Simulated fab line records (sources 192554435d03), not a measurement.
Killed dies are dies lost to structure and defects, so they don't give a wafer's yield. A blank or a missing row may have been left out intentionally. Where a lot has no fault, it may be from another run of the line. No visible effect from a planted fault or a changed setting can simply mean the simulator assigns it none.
Split-lot study    flow n5Finfet    route with 1938 steps; 7 lots, 21 wafers read

## ON THE SPLIT
At N5_MOL_CONTACT_COAG_ETCH_105 (etches SiARC in CF4, target depth 15.6 nm, time 26 s), the setting biasW was moved away from the recipe's 36 W on 8 of the 21 wafers read, by -17.4% to +16.8%. This setting was run at the recipe's value on the other wafers.

The reading is taken at the split's own step.

## THE READING
rfVppV, in V, at N5_MOL_CONTACT_COAG_ETCH_105 (etches SiARC in CF4, target depth 15.6 nm, time 26 s). A value of 184.1 V with a standard deviation of 1.1 V is what fault-free wafers of this fab line usually give.

wafer   tool, chamber at the split  biasW as run, W  against the recipe  rfVppV, V  against lot-mates on the recipe
L079.3  rieDiel-05, 3               40.34            +12.1%              199.0      +14.7
L079.5  rieDiel-05, 3               36               recipe              185.0      -
L079.6  rieDiel-05, 2               36               recipe              183.7      -
L086.2  rieDiel-04, 2               36               recipe              182.6      -
L086.3  rieDiel-04, 3               42.06            +16.8%              203.9      +20.2
L086.6  rieDiel-04, 3               36               recipe              184.9      -
L088.2  rieDiel-05, 1               36               recipe              184.0      -
L088.4  rieDiel-05, 3               36               recipe              183.4      -
L088.6  rieDiel-05, 1               36               recipe              182.7      -
L091.1  rieDiel-03, 0               29.72            -17.4%              163.2      -19.4
L091.4  rieDiel-03, 1               29.72            -17.4%              162.0      -20.6
L091.6  rieDiel-03, 2               36               recipe              182.6      -
L092.1  rieDiel-05, 0               36               recipe              184.3      -
L092.3  rieDiel-05, 3               41.04            +14.0%              201.7      +17.4
L092.6  rieDiel-05, 3               41.04            +14.0%              202.2      +17.9
L095.2  rieDiel-05, 2               36               recipe              185.5      -
L095.4  rieDiel-05, 3               31.13            -13.5%              168.6      -16.9
L095.5  rieDiel-05, 3               31.13            -13.5%              168.6      -16.9
L097.3  rieDiel-04, 0               36               recipe              184.5      -
L097.4  rieDiel-04, 2               36               recipe              185.7      -
L097.5  rieDiel-04, 3               36               recipe              185.1      -

THE FIT
A straight line over all 21 wafers: rfVppV changes by +1.22 V for each +1% of biasW; r = +1.00; the points scatter about the line by 0.99 V.
The same after taking each lot's own level away (the mean of its wafers on the recipe; 21 wafers): +1.21 V for each +1%; r = +1.00; scatter 0.71 V.
That fit puts the effect of the largest move of biasW on the reading at 21 V.
From 182.60 to 185.50 V: that is the span of the lots' own levels, equal to 2.6 times the standard deviation above.
Consequently the slope shifts little with the lot-to-lot level, the two slopes agreeing.
Check: for one of the wafers moved furthest among these (-17.4%), held out of the fit, the line's prediction against its lot-mates is -21.3 V. It came out at -19.4 V against them.
Tool readings at the split's step, against how far the setting was moved: rfVppV r = +1.00.

## OTHER SPLITS APPLIED TO THESE WAFERS
Note: prior to the reading, these wafers also went through further splits. Each is held against what the fit with the lots' levels taken away leaves over:
other split on the same wafers     wafers away from the commonest value  r with rfVppV (lot level and that fit taken away)
N5_WELL_APT_COAT_02 spinRpm        10                                    +0.40
N5_WELL_APT_COAT_19 spinRpm        6                                     -0.07
N5_FIN_SAQP_PECVD_06 timeS         7                                     -0.09
N5_FIN_SAQP_PEB_14 pebTimeS        3                                     +0.12
N5_DUMMY_GATE_COAT_28 spinRpm      5                                     +0.05
N5_SD_EPI_N_EPI_21 epiGrowthTimeS  6                                     -0.03
N5_HKMG_FIN_ETCH_55 timeS          7                                     +0.36
N5_HKMG_FIN_ETCH_58 sourceW        5                                     +0.09
N5_GATE_CUT_ETCH_58 sourceW        8                                     +0.37

## THE FILE'S OWN FIT
rfVppV changes by +1.2 V for each +1% of biasW, r = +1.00.
